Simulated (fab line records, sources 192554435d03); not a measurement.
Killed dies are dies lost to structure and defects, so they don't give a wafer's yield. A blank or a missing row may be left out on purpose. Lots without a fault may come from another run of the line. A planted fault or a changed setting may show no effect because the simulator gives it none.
Chamber matching | flow n5_finfet | N5_PMOS_HMC_CHANNEL_EPI_STRIP_33 on rie_diel-03: 4 sister chambers
The step strips in N2/H2. 14 wafers are shown with their chamber, then 7 later ones without.

WAFERS WITH THEIR CHAMBER
wafer  | chamber | showerhead_plenum_p_Torr (Torr) | throttle_valve_pct (%) | oes_product_au (a.u.)
L171.2 | 0       | 3.46                            | 19.0                   | 0.73
L171.4 | 1       | 3.28                            | 18.9                   | 0.89
L171.6 | 3       | 3.26                            | 19.5                   | 0.83
L172.2 | 1       | 3.28                            | 19.0                   | 0.90
L172.3 | 0       | 3.46                            | 19.0                   | 0.74
L172.6 | 0       | 3.46                            | 19.0                   | 0.73
L173.1 | 2       | 3.43                            | 18.9                   | 0.85
L173.2 | 0       | 3.46                            | 19.0                   | 0.72
L173.6 | 2       | 3.43                            | 18.9                   | 0.83
L187.1 | 1       | 3.27                            | 19.0                   | 0.84
L187.3 | 3       | 3.25                            | 19.6                   | 0.78
L187.5 | 1       | 3.27                            | 19.0                   | 0.86
L188.3 | 1       | 3.27                            | 19.0                   | 0.85
L188.4 | 1       | 3.27                            | 19.0                   | 0.85

SIGNATURES (means of the wafers above)
reading                  | chamber 0 | chamber 1 | chamber 2 | chamber 3 | scatter within a chamber
showerhead_plenum_p_Torr | 3.4600    | 3.2733    | 3.4300    | 3.2550    | 0.00428
throttle_valve_pct       | 19.000    | 18.983    | 18.900    | 19.550    | 0.0365
oes_product_au           | 0.7300    | 0.8650    | 0.8400    | 0.8050    | 0.0214
Rule: a wafer's distance from a chamber is the root of the sum, over the readings, of the square of ((its reading less the chamber's mean) divided by the reading's scatter). The wafer belongs to the nearest chamber; if the next one is less than 2 further off, it can't be placed. The scatter: the root of (the sum of the squares of (reading less its chamber's mean) over the shown wafers, divided by (wafers less chambers)).

WAFERS WITHOUT THEIR CHAMBER
wafer  | showerhead_plenum_p_Torr (Torr) | throttle_valve_pct (%) | oes_product_au (a.u.)
L188.6 | 3.41                            | 19.0                   | 0.81
L189.1 | 3.41                            | 19.0                   | 0.79
L189.2 | 3.26                            | 19.0                   | 0.84
L189.5 | 3.45                            | 18.6                   | 0.98
L192.3 | 3.41                            | 18.9                   | 0.80
L192.4 | 3.26                            | 19.0                   | 0.83
L192.5 | 3.45                            | 18.6                   | 0.96

WHICH CHAMBER EACH WENT THROUGH
wafer  | from the rows above | in truth
L188.6 | 2                   | 2
L189.1 | 2                   | 2
L189.2 | 1                   | 1
L189.5 | 2                   | 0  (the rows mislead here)
L192.3 | 2                   | 2
L192.4 | 1                   | 1
L192.5 | 2                   | 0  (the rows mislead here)
Placed correctly: 5 of 7. Can't be placed from these rows: 0. Placed wrongly: 2.
